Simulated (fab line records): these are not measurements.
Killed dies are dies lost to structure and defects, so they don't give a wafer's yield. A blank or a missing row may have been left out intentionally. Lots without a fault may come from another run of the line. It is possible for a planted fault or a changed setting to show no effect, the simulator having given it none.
Matching of chambers    flow nand harc    NHARC_P_GATE_DEP_103 on pecvd-01: 3 sister chambers
The step deposits SiON, target thk 30 nm. 6 wafers are shown with their chamber, then 9 later ones without.

## WAFERS WITH THEIR CHAMBER
wafer   chamber  heater power w (W)
L089.2  0        807
L089.4  2        858
L088.1  2        893
L088.4  0        792
L090.3  1        696
L090.6  1        699

## WAFERS WITHOUT THEIR CHAMBER
wafer   heater power w (W)
L092.1  822
L092.2  622
L092.4  626
L092.3  825
L092.5  845
L092.6  621
L093.2  956
L093.4  696
L093.6  932

## CHAMBER TAKEN BY EACH
wafer   from the rows above      in truth
L092.1  can't be placed: 0 or 2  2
L092.2  1                        1
L092.4  1                        1
L092.3  can't be placed: 0 or 2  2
L092.5  can't be placed: 2 or 0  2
L092.6  1                        1
L093.2  2                        2
L093.4  1                        1
L093.6  2                        2
6 of 9 placed correctly. From these rows, 3 cannot be placed; in 3 the true chamber is one of the candidates. 0 placed wrongly.
How it was worked out, from the rows above alone: a wafer's distance from a chamber is the root of the sum, over the readings, of the square of ((its reading less the chamber's mean) divided by the reading's scatter). The wafer belongs to the nearest chamber; if the next one is less than 2 further off, it can't be placed. The mean given for a chamber averages the wafers shown for that chamber. The scatter: the root of (the sum of the squares of (reading less its chamber's mean) over the shown wafers, divided by (wafers less chambers)).
